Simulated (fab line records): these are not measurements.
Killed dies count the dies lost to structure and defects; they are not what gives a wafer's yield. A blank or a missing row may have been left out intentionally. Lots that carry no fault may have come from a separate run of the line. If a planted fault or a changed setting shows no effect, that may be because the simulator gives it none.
Which tool is to blame?	flow nand_harc	72 wafers from 24 lots sampled at 6 of the route's 1159 steps

WHAT EACH GAUGE READ, for each wafer
Not one reading of a measure or inspect step in the record can be checked against a usual standard deviation.

WHAT TOOL EACH LOT RAN ON (gives the tool, then ch and the chambers of the sampled wafers, and finally the start)
lot	NHARC_A_CHANNEL_HOLE_D1_XSEM_31	NHARC_A_CHANNEL_FILL_D1_ALD_14	NHARC_A_CHANNEL_FILL_D1_ALD_15	NHARC_A_STAIRCASE_ETCH_170	NHARC_A_STAIRCASE_TRIM_20	NHARC_A_STAIRCASE_TRIM_24
L076	xsem-01 ch 0, day 9 00:19	ald_hk-02 ch 0,1, day 9 12:26	ald_sin_batch-01 ch 0, day 9 15:12	rie_diel-01 ch 1,2,3, day 11 09:55 or earlier	rie_diel-03 ch 0,2, day 11 09:55	rie_diel-03 ch 0,1,3, no start
L074	xsem-02 ch 0, day 9 00:29	ald_hk-04 ch 0,1, day 9 12:17	ald_sin_batch-01 ch 0, day 11 13:25 or earlier	rie_diel-01 ch 0,2,3, day 11 13:25 or earlier	rie_diel-03 ch 0,1,3, day 11 13:25	rie_diel-03 ch 1,2,3, no start
L075	xsem-01 ch 0, day 9 04:41	ald_hk-04 ch 1,2,3, day 9 12:07	ald_sin_batch-01 ch 0, day 11 09:14 or earlier	rie_diel-13 ch 1,2,3, day 11 09:14 or earlier	rie_diel-13 ch 0,1,2, day 11 09:14	rie_diel-13 ch 0,1,2, no start
L078	xsem-02 ch 0, day 9 06:33	ald_hk-02 ch 0,1,2, day 9 15:07	ald_sin_batch-03 ch 0, day 11 13:03 or earlier	rie_diel-01 ch 0,1,2, day 11 13:03 or earlier	rie_diel-13 ch 0,1,3, day 11 13:03	rie_diel-13 ch 0,1,3, no start
L079	xsem-01 ch 0, day 9 12:40	ald_hk-04 ch 0,1,3, day 9 20:01	ald_sin_batch-01 ch 0, day 11 22:35 or earlier	rie_diel-03 ch 0,1,3, day 11 22:35 or earlier	rie_diel-13 ch 0,2,3, day 11 22:35	rie_diel-13 ch 0,2,3, no start
L077	xsem-02 ch 0, day 9 13:03	ald_hk-02 ch 0,1,3, day 9 19:59	ald_sin_batch-01 ch 0, day 11 18:11 or earlier	rie_diel-01 ch 0,2,3, day 11 18:11 or earlier	rie_diel-13 ch 0,2,3, day 11 18:11	rie_diel-13 ch 0,1,3, no start
L080	xsem-01 ch 0, day 10 00:37	ald_hk-04 ch 1,2,3, day 10 07:59	ald_sin_batch-03 ch 0, day 12 09:41 or earlier	rie_diel-13 ch 0,2,3, day 12 09:41 or earlier	rie_diel-01 ch 0,1,2, day 12 09:41	rie_diel-01 ch 0,1, no start
L081	xsem-02 ch 0, day 10 11:10	ald_hk-01 ch 1,2,3, day 10 23:02	ald_sin_batch-01 ch 0, day 11 02:14	rie_diel-13 ch 1,2, day 13 01:05 or earlier	rie_diel-01 ch 0,1,2, day 13 01:05	rie_diel-01 ch 0,2, no start
L082	xsem-01 ch 0, day 10 14:19	ald_hk-01 ch 2,3, day 10 23:19	ald_sin_batch-01 ch 0, day 11 02:14	rie_diel-03 ch 0,2,3, day 12 21:04 or earlier	rie_diel-13 ch 2,3, day 12 21:04	rie_diel-13 ch 1,3, no start
L083	xsem-02 ch 0, day 10 15:20	ald_hk-01 ch 0,1,3, day 10 23:55	ald_sin_batch-01 ch 0, day 11 02:14	rie_diel-01 ch 0,1,3, day 12 20:42 or earlier	rie_diel-01 ch 0,2,3, day 12 20:42	rie_diel-01 ch 0,2,3, no start
L084	xsem-01 ch 0, day 10 23:40	ald_hk-01 ch 0,2,3, day 11 07:47	ald_sin_batch-02 ch 0, day 11 11:04	rie_diel-01 ch 0,1,3, day 13 10:01 or earlier	rie_diel-13 ch 1,2,3, day 13 10:01	rie_diel-13 ch 1,2,3, no start
L089	xsem-02 ch 0, day 11 15:38	ald_hk-04 ch 1,2,3, day 11 22:56	ald_sin_batch-01 ch 0, day 13 20:34 or earlier	rie_diel-03 ch 0,2, day 13 20:34 or earlier	rie_diel-13 ch 1,3, day 13 20:34	rie_diel-13 ch 0,2,3, no start
L085	xsem-01 ch 0, day 11 15:44	ald_hk-01 ch 1,2,3, day 11 22:56	ald_sin_batch-01 ch 0, day 12 02:04	rie_diel-01 ch 0,2,3, day 13 20:53 or earlier	rie_diel-01 ch 0,2,3, day 13 20:53	rie_diel-01 ch 1,2,3, no start
L087	xsem-02 ch 0, day 11 19:49	ald_hk-01 ch 0,1,3, day 12 03:17	ald_sin_batch-02 ch 0, day 12 06:28	rie_diel-01 ch 0,1,3, day 14 05:44 or earlier	rie_diel-13 ch 0,2,3, day 14 05:44	rie_diel-13 ch 2,3, no start
L086	xsem-01 ch 0, day 12 02:59	ald_hk-02 ch 1,3, day 12 11:30	ald_sin_batch-01 ch 0, day 14 14:38 or earlier	rie_diel-03 ch 0,2,3, day 14 14:38 or earlier	rie_diel-13 ch 0,1, day 14 14:38	rie_diel-13 ch 2,3, no start
L088	xsem-01 ch 0, day 12 13:47	ald_hk-01 ch 0,3, day 12 22:10	ald_sin_batch-01 ch 0, day 14 19:14 or earlier	rie_diel-01 ch 0,1,2, day 14 19:14 or earlier	rie_diel-01 ch 0,1,3, day 14 19:14	rie_diel-01 ch 1,2,3, no start
L090	xsem-02 ch 0, day 12 13:47	ald_hk-01 ch 2,3, day 12 21:59	ald_sin_batch-01 ch 0, day 14 18:51 or earlier	rie_diel-01 ch 0,1, day 14 18:51 or earlier	rie_diel-03 ch 2,3, day 14 18:51	rie_diel-03 ch 0,2, no start
L092	xsem-02 ch 0, day 12 22:14	ald_hk-02 ch 0,1,3, day 13 05:54	ald_sin_batch-03 ch 0, day 15 04:01 or earlier	rie_diel-13 ch 0,2,3, day 15 04:01 or earlier	rie_diel-03 ch 0,2,3, day 15 04:01	rie_diel-03 ch 0,2,3, no start
L091	xsem-01 ch 0, day 12 22:28	ald_hk-02 ch 1,2,3, day 13 05:36	ald_sin_batch-03 ch 0, day 15 04:07 or earlier	rie_diel-03 ch 2,3, day 15 04:07 or earlier	rie_diel-13 ch 1,2,3, day 15 04:07	rie_diel-13 ch 1,2,3, no start
L094	xsem-02 ch 0, day 13 11:08	ald_hk-02 ch 1,2,3, day 13 18:30	ald_sin_batch-01 ch 0, day 15 15:26 or earlier	rie_diel-13 ch 1,2,3, day 15 15:26 or earlier	rie_diel-03 ch 2,3, day 15 15:26	rie_diel-03 ch 0,2,3, no start
L093	xsem-01 ch 0, day 13 12:10	ald_hk-04 ch 0,2,3, day 13 18:33	ald_sin_batch-01 ch 0, day 15 16:07 or earlier	rie_diel-01 ch 0,1,2, day 15 16:07 or earlier	rie_diel-03 ch 0,2,3, day 15 16:07	rie_diel-03 ch 2,3, no start
L095	xsem-01 ch 0, day 13 17:55	ald_hk-01 ch 0,1,2, day 14 01:16	ald_sin_batch-02 ch 0, day 16 01:45 or earlier	rie_diel-03 ch 0,2,3, day 16 01:45 or earlier	rie_diel-13 ch 0,1, day 16 01:45	rie_diel-13 ch 2,3, no start
L097	xsem-01 ch 0, day 14 00:25	ald_hk-04 ch 0,2,3, day 14 09:05	ald_sin_batch-01 ch 0, day 16 06:20 or earlier	rie_diel-01 ch 0,1,3, day 16 06:20 or earlier	rie_diel-13 ch 0,1, day 16 06:20	rie_diel-13 ch 0,2,3, no start
L096	xsem-02 ch 0, day 14 04:36	ald_hk-01 ch 2,3, day 14 11:59	ald_sin_batch-02 ch 0, day 16 07:39 or earlier	rie_diel-01 ch 1,2,3, day 16 07:39 or earlier	rie_diel-03 ch 2,3, day 16 07:39	rie_diel-03 ch 0,3, no start
- NHARC_A_CHANNEL_HOLE_D1_XSEM_31
- NHARC_A_CHANNEL_FILL_D1_ALD_14: deposits SiO2, target thk 2.5 nm, pulse time 10 s, ald cycles 25.
- NHARC_A_CHANNEL_FILL_D1_ALD_15: deposits SiNx, target thk 2 nm, pulse time 60 s, ald cycles 19.
- NHARC_A_STAIRCASE_ETCH_170: etches the open film in C4F6/O2, target depth 200 nm, time 66.667 s.
- NHARC_A_STAIRCASE_TRIM_20: chemistry O2, time 211.2 s.
- NHARC_A_STAIRCASE_TRIM_24: chemistry O2, time 211.2 s.

AS READ BY THE TOOLS THEMSELVES (means over the sampled wafers that have a number; for cases with no such wafer, the mark the record gives instead)
NHARC_A_CHANNEL_HOLE_D1_XSEM_31. Usual: bot_cd_nm 74.6 nm, standard deviation 1.4; bow_nm 8.5 nm, standard deviation 0.3; tilt_deg 0.07 degrees, standard deviation 0.032.
lot	tool	bot_cd_nm (nm)	bow_nm (nm)	tilt_deg (degrees)	flag
L076	xsem-01	76.3	8.7	0.05	
L074	xsem-02	75.1	8.4	0.05	
L075	xsem-01	75.7	8.8	0.02	
L078	xsem-02	73.2	8.7	0.04	
L079	xsem-01	75.6	9.0	0.02	
L077	xsem-02	75.7	8.2	0.03	
L080	xsem-01	75.8	8.6	0.05	
L081	xsem-02	72.9	8.6	0.07	
L082	xsem-01	74.6	8.3	0.08	
L083	xsem-02	75.5	8.5	0.00	
L084	xsem-01	73.5	8.4	0.07	
L089	xsem-02	74.2	8.8	0.11	
L085	xsem-01	74.3	8.3	0.07	
L087	xsem-02	73.8	8.2	0.11	
L086	xsem-01	72.4	8.9	0.07	
L088	xsem-01	75.1	8.9	0.04	
L090	xsem-02	75.6	9.0	0.09	
L092	xsem-02	74.4	8.9	0.07	
L091	xsem-01	74.9	8.5	0.09	
L094	xsem-02	75.7	8.0	0.08	
L093	xsem-01	75.0	8.1	0.14	
L095	xsem-01	74.7	8.3	0.05	
L097	xsem-01	74.8	8.1	0.10	
L096	xsem-02	73.1	8.3	0.06	

NHARC_A_CHANNEL_FILL_D1_ALD_14. Usual: heater_power_w 470 W, standard deviation 54; precursor_pulse_height_rel 1.000, standard deviation 0.021.
lot	tool	heater_power_w (W)	precursor_pulse_height_rel	flag
L076	ald_hk-02	556	0.989	
L074	ald_hk-04	415	0.987	
L075	ald_hk-04	486	0.995	
L078	ald_hk-02	502	1.011	
L079	ald_hk-04	452	0.982	
L077	ald_hk-02	500	1.003	
L080	ald_hk-04	484	1.000	
L081	ald_hk-01	460	1.021	
L082	ald_hk-01	466	1.012	
L083	ald_hk-01	455	1.019	
L084	ald_hk-01	465	0.996	
L089	ald_hk-04	488	1.013	
L085	ald_hk-01	456	1.007	
L087	ald_hk-01	466	0.989	
L086	ald_hk-02	466	1.002	
L088	ald_hk-01	465	1.011	
L090	ald_hk-01	475	1.002	
L092	ald_hk-02	511	0.969	
L091	ald_hk-02	467	1.002	
L094	ald_hk-02	475	1.020	
L093	ald_hk-04	474	0.967	
L095	ald_hk-01	449	1.008	
L097	ald_hk-04	462	1.012	
L096	ald_hk-01	465	0.976	

NHARC_A_CHANNEL_FILL_D1_ALD_15. Usual: chamber_pressure_Torr 2.000 Torr, standard deviation 0.0046; precursor_pulse_height_rel 1.004, standard deviation 0.02.
lot	tool	chamber_pressure_Torr (Torr)	precursor_pulse_height_rel	flag
L076	ald_sin_batch-01	1.997	1.001	
L074	ald_sin_batch-01	1.999	1.008	
L075	ald_sin_batch-01	1.996	0.983	
L078	ald_sin_batch-03	1.995	1.030	
L079	ald_sin_batch-01	1.998	1.004	
L077	ald_sin_batch-01	2.002	1.014	
L080	ald_sin_batch-03	1.994	1.013	
L081	ald_sin_batch-01	1.998	1.009	
L082	ald_sin_batch-01	2.001	1.004	
L083	ald_sin_batch-01	2.000	0.979	
L084	ald_sin_batch-02	2.000	0.996	
L089	ald_sin_batch-01	1.997	1.002	
L085	ald_sin_batch-01	2.002	0.985	
L087	ald_sin_batch-02	1.999	0.989	
L086	ald_sin_batch-01	2.002	0.996	
L088	ald_sin_batch-01	2.003	1.001	
L090	ald_sin_batch-01	2.005	0.999	
L092	ald_sin_batch-03	2.005	0.999	
L091	ald_sin_batch-03	1.998	1.013	
L094	ald_sin_batch-01	1.997	1.002	
L093	ald_sin_batch-01	1.999	0.999	
L095	ald_sin_batch-02	2.007	1.006	
L097	ald_sin_batch-01	2.000	0.990	
L096	ald_sin_batch-02	2.001	1.010	

NHARC_A_STAIRCASE_ETCH_170. Usual: c4f6_flow_sccm 25.01 sccm, standard deviation 0.071; drypump_motor_current_A 5.9 A, standard deviation 0.39; oes_product_au 0.968 a.u., standard deviation 0.018; rf_vpp_V 545 V, standard deviation 3.2; showerhead_plenum_p_Torr 3.84 Torr, standard deviation 0.15; throttle_valve_pct 26.903 %, standard deviation 0.0087.
lot	tool	c4f6_flow_sccm (sccm)	drypump_motor_current_A (A)	oes_product_au (a.u.)	rf_vpp_V (V)	showerhead_plenum_p_Torr (Torr)	throttle_valve_pct (%)	flag
L076	rie_diel-01	25.01	5.8	0.942	544	3.76	26.902	
L074	rie_diel-01	25.05	5.8	0.962	545	3.83	26.908	
L075	rie_diel-13	24.96	6.2	0.976	546	3.91	26.902	
L078	rie_diel-01	24.96	6.0	0.949	546	3.87	26.914	
L079	rie_diel-03	24.98	6.1	0.967	544	3.82	26.904	
L077	rie_diel-01	25.07	5.9	0.953	545	3.83	26.902	
L080	rie_diel-13	25.03	5.8	0.967	544	3.80	26.900	
L081	rie_diel-13	25.01	6.2	0.964	549	4.04	26.909	
L082	rie_diel-03	25.07	6.1	0.986	545	3.82	26.910	
L083	rie_diel-01	24.97	5.7	0.963	545	3.84	26.897	
L084	rie_diel-01	25.03	5.8	0.969	545	3.83	26.902	
L089	rie_diel-03	25.04	6.1	0.984	544	3.74	26.897	
L085	rie_diel-01	24.99	5.8	0.963	545	3.82	26.910	
L087	rie_diel-01	24.94	5.8	0.950	546	3.83	26.898	
L086	rie_diel-03	25.02	6.1	0.985	545	3.81	26.901	
L088	rie_diel-01	24.95	6.0	0.949	546	3.86	26.895	
L090	rie_diel-01	25.02	6.0	0.974	546	3.87	26.911	
L092	rie_diel-13	25.00	5.8	0.994	547	3.98	26.913	
L091	rie_diel-03	25.01	6.2	0.977	544	3.81	26.898	
L094	rie_diel-13	24.93	6.2	0.975	549	4.08	26.905	
L093	rie_diel-01	25.03	6.0	0.946	545	3.86	26.903	
L095	rie_diel-03	25.02	6.1	0.948	545	3.81	26.909	
L097	rie_diel-01	25.01	5.7	0.985	545	3.82	26.895	
L096	rie_diel-01	24.99	5.7	0.990	543	3.74	26.902	

NHARC_A_STAIRCASE_TRIM_20. Usual: drypump_motor_current_A 6.0 A, standard deviation 0.44; oes_product_au 1.001 a.u., standard deviation 0.011; rf_vpp_V 57.6 V, standard deviation 0.91; showerhead_plenum_p_Torr 3.49 Torr, standard deviation 0.16; throttle_valve_pct 17.037 %, standard deviation 0.0083.
lot	tool	drypump_motor_current_A (A)	oes_product_au (a.u.)	rf_vpp_V (V)	showerhead_plenum_p_Torr (Torr)	throttle_valve_pct (%)	flag
L076	rie_diel-03	6.0	1.016	57.4	3.44	17.031	
L074	rie_diel-03	6.0	1.004	56.8	3.43	17.040	
L075	rie_diel-13	5.7	1.005	58.6	3.55	17.040	
L078	rie_diel-13	5.9	1.001	57.8	3.43	17.043	
L079	rie_diel-13	5.8	0.992	57.2	3.42	17.049	
L077	rie_diel-13	5.8	1.002	57.8	3.42	17.040	
L080	rie_diel-01	6.1	0.993	57.8	3.48	17.037	
L081	rie_diel-01	6.0	0.989	56.9	3.47	17.036	
L082	rie_diel-13	6.2	0.991	58.7	3.69	17.037	
L083	rie_diel-01	5.9	1.002	57.7	3.43	17.036	
L084	rie_diel-13	6.2	0.993	58.3	3.69	17.029	
L089	rie_diel-13	6.3	0.996	57.9	3.69	17.034	
L085	rie_diel-01	5.8	0.996	58.4	3.43	17.038	
L087	rie_diel-13	5.8	1.008	57.3	3.59	17.036	
L086	rie_diel-13	5.8	1.005	57.8	3.54	17.040	
L088	rie_diel-01	5.7	0.989	57.6	3.44	17.037	
L090	rie_diel-03	6.2	1.008	56.3	3.43	17.033	
L092	rie_diel-03	6.1	1.003	57.4	3.42	17.035	
L091	rie_diel-13	6.2	0.996	58.0	3.68	17.035	
L094	rie_diel-03	6.2	1.002	57.1	3.42	17.035	
L093	rie_diel-03	6.1	0.999	58.2	3.42	17.044	
L095	rie_diel-13	5.4	1.008	57.6	3.44	17.036	
L097	rie_diel-13	5.4	1.018	57.0	3.43	17.026	
L096	rie_diel-03	6.3	1.013	57.1	3.35	17.036	

NHARC_A_STAIRCASE_TRIM_24. Usual: drypump_motor_current_A 5.9 A, standard deviation 0.46; oes_product_au 1.000 a.u., standard deviation 0.011; rf_vpp_V 57.7 V, standard deviation 0.91; showerhead_plenum_p_Torr 3.49 Torr, standard deviation 0.16; throttle_valve_pct 17.037 %, standard deviation 0.0088.
lot	tool	drypump_motor_current_A (A)	oes_product_au (a.u.)	rf_vpp_V (V)	showerhead_plenum_p_Torr (Torr)	throttle_valve_pct (%)	flag
L076	rie_diel-03	6.0	1.004	57.9	3.43	17.038	
L074	rie_diel-03	6.2	1.001	56.2	3.36	17.032	
L075	rie_diel-13	5.8	1.006	57.4	3.55	17.040	
L078	rie_diel-13	5.9	1.007	58.1	3.43	17.037	
L079	rie_diel-13	5.8	0.995	57.9	3.42	17.029	
L077	rie_diel-13	5.9	0.996	57.5	3.43	17.044	
L080	rie_diel-01	6.0	0.992	58.0	3.56	17.035	
L081	rie_diel-01	6.2	0.998	57.8	3.46	17.042	
L082	rie_diel-13	6.3	0.989	57.1	3.70	17.035	
L083	rie_diel-01	5.8	0.994	57.5	3.43	17.036	
L084	rie_diel-13	6.2	0.993	58.5	3.69	17.038	
L089	rie_diel-13	5.8	1.002	57.8	3.59	17.036	
L085	rie_diel-01	5.7	0.993	57.4	3.37	17.047	
L087	rie_diel-13	6.3	0.992	58.9	3.74	17.030	
L086	rie_diel-13	6.3	0.985	57.6	3.74	17.040	
L088	rie_diel-01	5.8	0.996	57.9	3.36	17.044	
L090	rie_diel-03	6.2	1.001	57.3	3.36	17.038	
L092	rie_diel-03	6.1	1.001	57.6	3.42	17.041	
L091	rie_diel-13	6.2	0.993	58.2	3.68	17.023	
L094	rie_diel-03	6.1	0.994	57.4	3.42	17.037	
L093	rie_diel-03	6.2	1.008	57.7	3.42	17.031	
L095	rie_diel-13	6.2	0.989	58.2	3.67	17.045	
L097	rie_diel-13	5.8	1.000	57.9	3.58	17.032	
L096	rie_diel-03	6.0	1.008	58.0	3.48	17.043	

THE ANSWER, worked out from the rows above alone
Rule: lot off if the mean of its wafers having a number is beyond 3 standard deviations from the usual mean. Also off: a lot with no number at a reading for which 4 or more lots have one. Where the step has rows for the other lots, those lots are counted as sound. After the gauges, taken in route order, come the tools' own readings; for these a lot's mean is taken, as printed above. At the first step where some lot is off, the reading lying furthest off is the one used; lots without a number count as furthest.
No lot is off on any of the readings shown, so nothing can be concluded from this.

WHAT WAS PUT IN BY THE SIMULATOR
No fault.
